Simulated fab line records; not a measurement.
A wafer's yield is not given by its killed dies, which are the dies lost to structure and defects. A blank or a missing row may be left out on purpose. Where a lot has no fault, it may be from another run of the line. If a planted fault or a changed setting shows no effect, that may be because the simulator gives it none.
fab line records	flow n5Finfet
[record] lots = 6	wafers = 18	lastDay = 17
route steps=1938 shown HKMG_FIN@423 BEOL_M4@1111 PASSIVATION@1936
lots that met no fault: from a run of the same line without faults
startH: hours from the record's first day to the start of the lot's first wafer shown	waitH: hours since the lot's step before	" identical to the entry in the row above	L1.1+2: a single row standing in for several wafers	- value missing, or start not given	* or withheld: withheld	< > ~ a bound
route shown NAME@n: NAME is a module with steps in the file, n the number in the route of the first one	usual: mean and standard deviation over wafers with no fault	same: alike in all rows	chamber/n: place in a boat	sites: each site's reading	_std_site: standard deviation of those values	_edge_site: mean of outer sites minus mean of inner sites	radiusMm: for every site, how far away it sits from the centre of the wafer	mask NAME#n: copy n	behind: the tool/chamber that last shaped the wafer	hold: the reason the lot was held/the length of the hold in hours/how it ended	device: which transistor (n, p or np) failed to switch	end of line: the same wafers' tests at the end of the route	a step with no rows: only its recipe	killed: at the first sort, the dies lost to defects and structure; wafer yield is something else	map: dies across one wafer; x = killed, . = not, _ = none there
set.NAME: setting as actually run; set.NAME@STEP: the setting as run at that earlier step	model.NAME: the simulator's own value behind a step, which no gauge read
lots seen at some steps along the route; tables by step, rows by wafer
services: from which hour (startH, from the record's first day; less than 0 if before it) a tool's chamber was out of use, for how many hours, and why
[[steps]]
[step N5_HKMG_FIN_COAT_30]
[recipe] resist = SiARC	tempC = 220	timeS = 60	spinRpm = 1500	resistThkNm = 35
[step N5_HKMG_FIN_COAT_06]
[recipe] resist = CAR-ArF	spinRpm = 1500	resistThkNm = 90
[step N5_HKMG_FIN_EBR_08]
[recipe] solvent = PGMEA	ebrWidthMm = 1.5
[step N5_HKMG_FIN_SOFTBAKE_07]
[recipe] tempC = 110	timeS = 60	resist = CAR-ArF
[step N5_HKMG_FIN_EXPOSE_09]
[recipe] maskId = NWFM	na = 1.35	sourceShape = conventional	sigmaOuter = 0.8	polarization = unpolarized	doseMj = 39.25
[step N5_HKMG_FIN_PEB_10]
[recipe] pebTempC = withheld	pebTimeS = 60	resist = CAR-ArF
[step N5_HKMG_FIN_DEVELOP_11]
[recipe] developTimeS = 30	developer = TMAH	resist = CAR-ArF	devTempC = 23	rinseLiquid = diw	dry = airSpin
[step N5_HKMG_FIN_CD_MEAS_12]
[recipe] targetCdNm = 92.8	landingEnergyEv = 500	detector = seInlens
[usual] cdNm = 93.1/0.7
[same] landingEnergyEv = 500
lot.wafer	tool	chamber	startH	waitH	cdNm
L123.3	cdSem-02	0	125.13	-	92.4
L123.4	"	0	"	"	93.7
L123.6	"	0	"	"	93.1
L128.2	cdSem-03	0	155.36	-	93.2
L128.3	"	0	"	"	93.7
L128.4	"	0	"	"	93.2
L131.2	cdSem-02	0	171.44	-	92.7
L131.5	"	0	"	"	92.9
L131.6	"	0	"	"	94.1
L132.3	cdSem-01	0	176.50	-	93.6
L132.4	"	0	"	"	92.3
L132.5	"	0	"	"	92.3
L137.3	cdSem-02	0	208.57	-	92.2
L137.4	"	0	"	"	93.0
L137.6	"	0	"	"	93.4
L138.3	cdSem-01	0	212.59	-	91.9
L138.4	"	0	"	"	92.6
L138.6	"	0	"	"	92.3
[step N5_HKMG_FIN_OVL_MEAS_13]
[recipe] pointsPerWafer = 44
[usual] NWFM_OVL = -0.2/0.68
lot.wafer	tool	chamber	startH	waitH	NWFM_OVL[nm]
L123.3	overlay-02	0	125.16	0.0	0.4
L123.4	"	0	"	"	0.0
L123.6	"	0	"	"	0.2
L128.2	overlay-02	0	155.39	0.0	1.2
L128.3	"	0	"	"	0.5
L128.4	"	0	"	"	0.5
L131.2	overlay-02	0	171.47	0.0	0.8
L131.5	"	0	"	"	0.7
L131.6	"	0	"	"	-0.2
L132.3	overlay-01	0	176.53	0.0	-0.4
L132.4	"	0	"	"	-0.9
L132.5	"	0	"	"	-0.6
L137.3	overlay-02	0	208.60	0.0	0.3
L137.4	"	0	"	"	0.8
L137.6	"	0	"	"	0.7
L138.3	overlay-02	0	212.62	0.0	0.2
L138.4	"	0	"	"	-0.8
L138.6	"	0	"	"	-1.0
[step N5_HKMG_FIN_INSPECT_14]
[recipe] mode = adi	inspectInstrument = macro
[usual] rawDefectCount = 2.2/1.5
lot.wafer	tool	chamber	startH	waitH	rawDefectCount
L123.3	defectInspect-01	-	125.18	0.0	1
L123.4	"	-	"	"	5
L123.6	"	-	"	"	3
L128.2	defectInspect-01	-	155.41	0.0	4
L128.3	"	-	"	"	3
L128.4	"	-	"	"	3
L131.2	defectInspect-02	-	171.50	0.0	3
L131.5	"	-	"	"	0
L131.6	"	-	"	"	0
L132.3	defectInspect-02	-	176.55	0.0	0
L132.4	"	-	"	"	3
L132.5	"	-	"	"	4
L137.3	defectInspect-02	-	208.63	0.0	3
L137.4	"	-	"	"	1
L137.6	"	-	"	"	2
L138.3	defectInspect-01	-	212.64	0.0	4
L138.4	"	-	"	"	0
L138.6	"	-	"	"	3
[step N5_HKMG_FIN_DESCUM_17]
[recipe] chemistry = O2	timeS = 7.9	sourcePowerW = 50	biasPowerW = 20	pressureMtorr = 20	rfFrequencyHz = 2.712e+07	tempC = 40	resist = CAR-ArF	o2FlowSccm = 225
[usual] drypumpMotorCurrentA = 5.6/0.41	oesProductAu = 0.77/0.088	rfVppV = 242.8/1.4	showerheadPlenumPTorr = 2.08/0.064	tempC = 40.02/0.11	throttleValvePct = 20.43/0.22
lot.wafer	tool	chamber	startH	waitH	drypumpMotorCurrentA	oesProductAu	rfHoursCounterH	rfVppV	showerheadPlenumPTorr	tempC	throttleValvePct
L123.3	rieDiel-05	0	125.22	0.0	5.7	0.72	176	242.6	2.08	39.96	20.45
L123.4	"	2	"	"	5.7	0.77	170	245.6	2.18	40.00	20.09
L123.6	"	1	"	"	5.2	0.75	-	241.9	2.09	39.91	20.40
L128.2	rieDiel-06	0	155.45	0.0	5.1	0.70	225	243.4	2.18	40.20	20.77
L128.3	"	3	"	"	6.4	0.71	188	242.0	1.99	39.93	20.32
L128.4	"	2	"	"	5.6	0.67	249	240.9	1.98	40.10	20.48
L131.2	rieDiel-06	0	171.83	0.3	5.0	0.70	233	243.9	2.18	40.16	20.79
L131.5	"	3	"	"	6.4	0.72	-	241.7	1.99	39.93	20.34
L131.6	"	1	"	"	5.4	0.77	-	241.3	2.09	40.08	20.11
L132.3	rieDiel-06	0	176.59	0.0	5.0	0.70	235	242.9	2.17	39.88	20.79
L132.4	"	0	"	"	5.0	0.70	-	245.3	2.18	39.77	20.78
L132.5	"	1	"	"	5.4	0.77	-	243.1	2.09	40.01	20.10
L137.3	rieDiel-03	0	208.66	0.0	6.1	0.81	113	241.9	2.03	39.84	20.56
L137.4	"	2	"	"	6.2	0.73	181	240.0	2.00	40.07	20.50
L137.6	"	1	"	"	5.3	0.94	-	244.5	2.16	39.99	20.59
L138.3	rieDiel-03	1	212.74	0.1	5.3	0.94	21	243.9	2.16	39.86	20.61
L138.4	"	2	"	"	6.2	0.72	183	242.4	2.00	39.92	20.52
L138.6	"	0	"	"	6.1	0.79	-	242.3	2.03	40.22	20.57
[step N5_HKMG_FIN_ETCH_31]
[recipe] chemistry = CF4	target = SiARC	targetDepthA = 455	maskMaterial = CAR-ArF	timeS = 75.8	ionEnergyEv = 80	pressureMtorr = 40	sourceW = 545	biasW = 36	Ar_flow_sccm = 100	cf4FlowSccm = 100	ends = cleared
[usual] drypumpMotorCurrentA = 5.6/0.41	etchRfOnTimeS = 75.1/1.7	oesProductAu = 0.66/0.072	rfFwdPowerW = 539.8/1.9	rfVppV = 183.9/1.1	showerheadPlenumPTorr = 2.12/0.059	throttleValvePct = 15.60/0.19
lot.wafer	tool	chamber	startH	waitH	drypumpMotorCurrentA	etchRfOnTimeS	oesProductAu	rfFwdPowerW	rfHoursCounterH	rfVppV	showerheadPlenumPTorr	throttleValvePct
L123.3	rieDiel-05	0	125.25	0.0	5.7	74.3	0.63	541.0	176	183.8	2.13	15.69
L123.4	"	2	"	"	5.6	74.8	0.64	539.9	170	184.4	2.22	15.33
L123.6	"	1	"	"	5.2	76.1	0.63	539.4	-	183.9	2.13	15.63
L128.2	rieDiel-06	0	155.48	0.0	5.0	79.8	0.59	542.2	225	186.4	2.20	15.82
L128.3	"	3	"	"	6.5	77.3	0.61	539.5	188	182.4	2.04	15.60
L128.4	"	2	"	"	5.7	79.5	0.56	534.6	249	183.1	2.02	15.76
L131.2	rieDiel-06	0	171.87	0.0	5.0	77.6	0.58	538.0	233	185.5	2.20	15.83
L131.5	"	3	"	"	6.4	75.3	0.61	539.4	-	182.9	2.04	15.59
L131.6	"	1	"	"	5.4	73.9	0.66	537.6	-	183.9	2.14	15.35
L132.3	rieDiel-06	0	176.62	0.0	5.0	79.4	0.58	538.8	235	184.6	2.20	15.84
L132.4	"	0	"	"	5.1	78.7	0.58	538.1	-	185.0	2.20	15.83
L132.5	"	1	"	"	5.4	74.6	0.66	539.6	-	184.0	2.14	15.35
L137.3	rieDiel-03	0	208.69	0.0	6.1	74.4	0.68	539.3	113	183.5	2.07	15.64
L137.4	"	2	"	"	6.2	73.4	0.63	541.4	181	183.3	2.04	15.65
L137.6	"	1	"	"	5.3	74.0	0.80	543.0	-	184.2	2.18	15.55
L138.3	rieDiel-03	1	212.77	0.0	5.3	74.1	0.80	540.6	21	184.0	2.18	15.54
L138.4	"	2	"	"	6.2	73.9	0.63	536.0	183	183.0	2.04	15.65
L138.6	"	0	"	"	6.1	74.6	0.68	539.3	-	182.2	2.07	15.64
[step N5_HKMG_FIN_ETCH_32]
[recipe] chemistry = N2/H2	target = SOC	targetDepthA = 2400	tempC = 40	timeS = 300	ionEnergyEv = 200	maskMaterial = SiARC	pressureMtorr = 30	sourceW = 840	biasW = 150	n2FlowSccm = 200	h2FlowSccm = 200
[usual] drypumpMotorCurrentA = 5.6/0.41	oesProductAu = 0.78/0.086	rfFwdPowerW = 838.2/2.6	rfVppV = 523.4/2.1	showerheadPlenumPTorr = 2.52/0.071	tempC = 39.99/0.11	throttleValvePct = 17.80/0.22
lot.wafer	tool	chamber	startH	waitH	drypumpMotorCurrentA	oesProductAu	rfFwdPowerW	rfHoursCounterH	rfVppV	showerheadPlenumPTorr	tempC	throttleValvePct	model.HKMG_FIN.featureDepthNm	model.etch.depthNm	model.SiARC_of_HKMG_FIN_COAT_30.thkNm
L123.3	rieDiel-05	0	125.31	0.0	5.7	0.74	841.4	176	522.9	2.53	39.98	17.81	244.4	244.3	21.2
L123.4	"	2	"	"	5.6	0.77	837.9	171	525.9	2.63	39.97	17.48	246.2	246.1	20.6
L123.6	"	1	"	"	5.2	0.75	839.6	-	523.9	2.54	39.93	17.90	239	238.9	21.4
L128.2	rieDiel-06	0	155.54	0.0	5.1	0.69	839.1	225	526.1	2.61	40.08	18.04	231	231.1	21.8
L128.3	"	3	"	"	6.4	0.72	835.4	188	520.8	2.42	39.86	17.74	236.6	236.6	21.4
L128.4	"	2	"	"	5.7	0.65	836.3	249	519.9	2.40	40.13	17.88	225.4	225.5	22.4
L131.2	rieDiel-06	0	171.92	0.0	5.1	0.77	1043.3	233	490.9	2.61	40.03	18.05	274.4	274.4	19.8
L131.5	"	3	"	"	6.5	0.80	1038.2	-	485.8	2.41	39.87	17.75	281.4	281.4	19.4
L131.6	"	1	"	"	5.4	0.88	1037.7	-	487.2	2.54	39.97	17.43	291.6	291.5	19.2
L132.3	rieDiel-06	0	176.68	0.0	5.0	0.78	1041.2	235	489.0	2.61	40.06	18.08	279.8	279.8	19.6
L132.4	"	0	"	"	5.1	0.77	1041.1	-	488.7	2.61	39.89	18.05	276.8	276.7	19.6
L132.5	"	1	"	"	5.4	0.87	1034.6	-	486.2	2.54	39.98	17.42	291	291	19.4
L137.3	rieDiel-03	0	208.75	0.0	6.1	0.80	838.1	113	521.1	2.44	40.12	17.72	244.8	244.8	20.8
L137.4	"	2	"	"	6.2	0.75	833.8	181	521.5	2.44	39.88	18.01	249.2	249.2	20.6
L137.6	"	1	"	"	5.3	0.94	836.3	-	524.2	2.60	40.00	17.91	248.6	248.5	20.4
L138.3	rieDiel-03	1	212.83	0.0	5.3	0.94	836.7	21	526.2	2.60	39.98	17.89	248.6	248.6	20.2
L138.4	"	2	"	"	6.2	0.74	836.2	184	521.4	2.44	40.12	18.02	248.8	248.7	20.6
L138.6	"	0	"	"	6.1	0.81	841.0	-	521.6	2.44	40.02	17.73	248.2	248.1	20.8
[step N5_HKMG_FIN_STRIP_33]
[recipe] chemistry = N2/H2	tempC = 40	n2FlowSccm = 200	h2FlowSccm = 200	rfFrequencyHz = 6e+07
[step N5_BEOL_M4_RC_MEAS_101]
[usual] DIBL_N = 35.8/1.8	DIBL_P = 35.6/2	IOFF_N = 0.148/0.028	IOFF_P = 0.20/0.034	ION_N = 672/12	ION_P = 462/8.5	SS_N = 71.2/0.65	SS_P = 73.1/0.67	VT_N = 251/3.3	VT_P = -251/3.8
lot.wafer	tool	chamber	startH	waitH	DIBL_N[mV/V]	DIBL_P[mV/V]	IOFF_N[nA/um]	IOFF_P[nA/um]	ION_N[uA/um]	ION_P[uA/um]	SS_N[mV/dec]	SS_P[mV/dec]	VT_N[mV]	VT_P[mV]
L123.3	prober-01	0	204.53	0.3	34.5	34.1	0.130	0.21	667	461	70.9	72.8	254	-248
L123.4	"	0	"	"	34.9	34.2	0.126	0.21	667	468	70.9	72.9	253	-248
L123.6	"	0	"	"	34.5	32.8	0.126	0.19	676	471	70.6	73.7	253	-252
L128.2	prober-02	0	247.29	0.2	37.1	34.5	0.157	0.23	663	457	72.2	73.5	252	-246
L128.3	"	0	"	"	35.9	34.3	0.142	0.22	660	462	72.0	72.5	252	-248
L128.4	"	0	"	"	39.8	38.4	0.235	0.31	694	472	73.0	74.0	245	-246
L131.2	prober-01	0	262.67	0.2	38.2	38.2	0.196	0.23	683	467	71.8	73.7	247	-250
L131.5	"	0	"	"	35.0	34.7	0.128	0.17	668	462	71.6	73.6	254	-257
L131.6	"	0	"	"	34.9	34.4	0.134	0.18	679	459	70.9	72.8	254	-252
L132.3	prober-02	0	264.51	0.3	33.9	33.7	0.088	0.12	642	441	71.0	72.9	262	-259
L132.4	"	0	"	"	39.0	40.2	0.174	0.21	670	449	72.3	73.7	253	-252
L132.5	"	0	"	"	37.0	36.8	0.135	0.15	655	441	71.7	73.3	256	-257
L137.3	prober-02	0	307.18	0.3	34.2	33.6	0.128	0.18	679	463	70.3	72.2	254	-252
L137.4	"	0	"	"	34.9	33.6	0.130	0.17	678	462	71.0	72.6	253	-252
L137.6	"	0	"	"	36.6	35.9	0.153	0.21	687	471	71.3	73.1	250	-248
L138.3	prober-02	0	311.02	0.3	34.3	34.4	0.142	0.20	690	471	70.7	72.1	253	-250
L138.4	"	0	"	"	37.9	38.2	0.200	0.25	686	472	71.2	73.8	247	-247
L138.6	"	0	"	"	38.1	38.1	0.214	0.26	705	481	71.2	72.8	243	-244
[step N5_PASSIVATION_PROBE_49]
[usual] defectLimitedYield = 91.3/1.5	killed_at_M0_to_M3 = 34/11	killed_at_M4_up = 14/6.1	killedAtContacts = 12/5.9	killedAtFrontEnd = 39/11	killedAtOther = 4/3.3	killedDies = 102/18	killedOpen = 67/13	killedShort = 33/7.9	sort_bin_5_function = 5.1/1	sort_bin_6_memory = 3.3/0.7	sort_bin_8_speed = 0.1/0.69	sortNPass = 1077/19	sortYieldPct = 91.3/1.6
[same] grossDies = 1180	killedAtBackSide = 0	sort_bin_4_leakage[%] = 0
lot.wafer	tool	chamber	startH	waitH	defectLimitedYield[%]	killed_at_M0_to_M3	killed_at_M4_up	killedAtContacts	killedAtFrontEnd	killedAtOther	killedDies	killedOpen	killedShort	sort_bin_5_function[%]	sort_bin_6_memory[%]	sort_bin_8_speed[%]	sortNPass	sortYieldPct[%]
L128.2	prober-02	-	348.25	0.1	93.4	23	11	8	32	4	78	48	30	4.5	1.9	0	1102	93.4
L128.3	prober-02	-	348.30	0.1	91.7	29	14	6	36	13	98	63	32	4.5	3.4	0	1082	91.7
L128.4	prober-02	-	348.35	0.2	91.4	38	12	6	38	8	102	71	30	5.3	2.9	0	1078	91.4
// killed by level:class
L128.2 STI_FIN_REVEAL:geometricParticle:open=9 BEOL_M3:geometricParticle:open=9 MOL_CONTACT_COAG:geometricParticle:open=6 STI_FIN_REVEAL:geometricParticle:short=4 ILD0:geometricParticle:short=4 BEOL_M4:geometricParticle:open=4 FIN_SAQP:geometricParticle:short=3 BEOL_M0_SAQP:geometricParticle:open=3
L128.3 STI_FIN_REVEAL:geometricParticle:open=13 BEOL_M0_SAQP:geometricParticle:short=11 BEOL_M0_SAQP:geometricParticle:open=9 FIN_SAQP:geometricParticle:open=5 MOL_CONTACT_COAG:geometricParticle:open=5 FIN_SAQP:geometricParticle:short=4 BEOL_M3:geometricParticle:open=4 STARTING-WAFER:geometricParticle:open=4
L128.4 STI_FIN_REVEAL:geometricParticle:open=15 BEOL_M0_SAQP:geometricParticle:short=10 BEOL_M3:geometricParticle:open=8 BEOL_M0_SAQP:geometricParticle:open=7 FIN_SAQP:geometricParticle:open=6 MOL_CONTACT_COAG:geometricParticle:open=5 BEOL_M1:geometricParticle:open=5 STARTING-WAFER:geometricParticle:short=5
[[services]]
tool	chamber	startH	hours	kind
rieDiel-03	1	121.14	-	clean
rieDiel-03	1	121.14	-	consumableReplace:focusRing
rieDiel-03	1	121.14	33.9	scheduledDown
rieDiel-03	1	121.14	33.9	ventCycle
rieDiel-05	3	128.67	-	clean
rieDiel-05	3	128.67	-	consumableReplace:focusRing
rieDiel-05	3	128.67	11.6	scheduledDown
rieDiel-05	3	128.67	11.6	ventCycle
rieDiel-06	2	158.01	-	clean
rieDiel-06	2	158.01	-	consumableReplace:focusRing
rieDiel-06	2	158.01	-	consumableReplace:showerhead
rieDiel-06	2	158.01	24.5	scheduledDown
rieDiel-06	2	158.01	24.5	ventCycle
rieDiel-05	2	169.34	16.3	repair
rieDiel-05	0	170.33	5.8	repair
[[key]]
[firstSign] step = N5_HKMG_FIN_ETCH_32	reading = rfFwdPowerW	direction = up	sigmas = 79	usual = *	struck = *
[effect] step = N5_HKMG_FIN_ETCH_32	reading = rfVppV	direction = down	sigmas = 17	usual = 523.4	struck = 487.9
[modelEffect] step = N5_HKMG_FIN_ETCH_32	value = HKMG_FIN.featureDepthNm	without = 236.7	struck = 282.5
metAt N5_HKMG_FIN_ETCH_32
struckWafers L131.2,L131.5,L131.6,L132.3,L132.4,L132.5
onsetBetween 155.54 171.92
[fault] kind = processParameterDrift	tool = rieDiel-06	chamber = -	onsetH = 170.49	steps = N5_HKMG_FIN_ETCH_32	channel = sourceW	offset = 201.6	shape = step	endH = 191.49	actsIn = theseRecipesOnly	stated = 840
